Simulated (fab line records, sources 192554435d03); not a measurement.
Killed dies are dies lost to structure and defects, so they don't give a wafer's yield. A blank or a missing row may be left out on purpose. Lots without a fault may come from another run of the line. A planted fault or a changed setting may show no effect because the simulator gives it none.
Chamber matching | flow n5_finfet | N5_BEOL_M2_ETCH_69 on rie_diel-03: 4 sister chambers
The step etches SiARC in CF4, target depth 15.6 nm, time 26 s. 22 wafers are shown with their chamber, then 11 later ones without.

WAFERS WITH THEIR CHAMBER
wafer  | chamber | showerhead_plenum_p_Torr (Torr) | throttle_valve_pct (%) | drypump_motor_current_A (A)
L074.1 | 0       | 2.21                            | 15.97                  | 5.5
L074.2 | 2       | 2.07                            | 15.62                  | 5.7
L074.3 | 3       | 2.18                            | 15.44                  | 5.6
L074.4 | 1       | 2.05                            | 15.89                  | 5.4
L074.5 | 2       | 2.07                            | 15.64                  | 5.7
L074.6 | 3       | 2.18                            | 15.45                  | 5.6
L075.3 | 1       | 2.05                            | 15.88                  | 5.4
L075.4 | 0       | 2.21                            | 15.97                  | 5.5
L075.6 | 2       | 2.06                            | 15.64                  | 5.7
L076.1 | 0       | 2.21                            | 15.98                  | 5.5
L076.3 | 1       | 2.05                            | 15.87                  | 5.4
L076.6 | 1       | 2.05                            | 15.89                  | 5.4
L077.1 | 3       | 2.18                            | 15.45                  | 5.6
L077.2 | 1       | 2.04                            | 15.89                  | 5.4
L077.3 | 0       | 2.20                            | 16.00                  | 5.5
L077.4 | 0       | 2.20                            | 16.01                  | 5.5
L077.5 | 1       | 2.04                            | 15.91                  | 5.4
L077.6 | 3       | 2.18                            | 15.46                  | 5.6
L082.2 | 0       | 2.20                            | 16.03                  | 5.5
L082.4 | 2       | 2.06                            | 15.65                  | 5.7
L082.6 | 2       | 2.06                            | 15.64                  | 5.7
L083.2 | 3       | 2.18                            | 15.49                  | 5.7

SIGNATURES (means of the wafers above)
reading                  | chamber 0 | chamber 1 | chamber 2 | chamber 3 | scatter within a chamber
showerhead_plenum_p_Torr | 2.2050    | 2.0467    | 2.0640    | 2.1800    | 0.00473
throttle_valve_pct       | 15.9933   | 15.8883   | 15.6380   | 15.4580   | 0.0179
drypump_motor_current_A  | 5.500     | 5.400     | 5.700     | 5.620     | 0.0211
Rule: a wafer's distance from a chamber is the root of the sum, over the readings, of the square of ((its reading less the chamber's mean) divided by the reading's scatter). The wafer belongs to the nearest chamber; if the next one is less than 2 further off, it can't be placed. The scatter: the root of (the sum of the squares of (reading less its chamber's mean) over the shown wafers, divided by (wafers less chambers)).

WAFERS WITHOUT THEIR CHAMBER
wafer  | showerhead_plenum_p_Torr (Torr) | throttle_valve_pct (%) | drypump_motor_current_A (A)
L083.4 | 2.06                            | 15.64                  | 5.7
L083.5 | 2.06                            | 15.63                  | 5.7
L085.3 | 2.06                            | 15.66                  | 5.7
L085.5 | 2.06                            | 15.66                  | 5.8
L085.6 | 2.17                            | 15.50                  | 5.6
L087.2 | 2.04                            | 15.94                  | 5.4
L087.4 | 2.20                            | 16.05                  | 5.5
L087.6 | 2.06                            | 15.69                  | 5.7
L089.2 | 2.04                            | 15.96                  | 5.4
L089.4 | 2.06                            | 15.67                  | 5.7
L089.6 | 2.04                            | 15.95                  | 5.4

WHICH CHAMBER EACH WENT THROUGH
wafer  | from the rows above | in truth
L083.4 | 2                   | 2
L083.5 | 2                   | 2
L085.3 | 2                   | 2
L085.5 | 2                   | 2
L085.6 | 3                   | 3
L087.2 | 1                   | 1
L087.4 | 0                   | 0
L087.6 | 2                   | 2
L089.2 | 1                   | 1
L089.4 | 2                   | 2
L089.6 | 1                   | 1
Placed correctly: 11 of 11. Can't be placed from these rows: 0. Placed wrongly: 0.
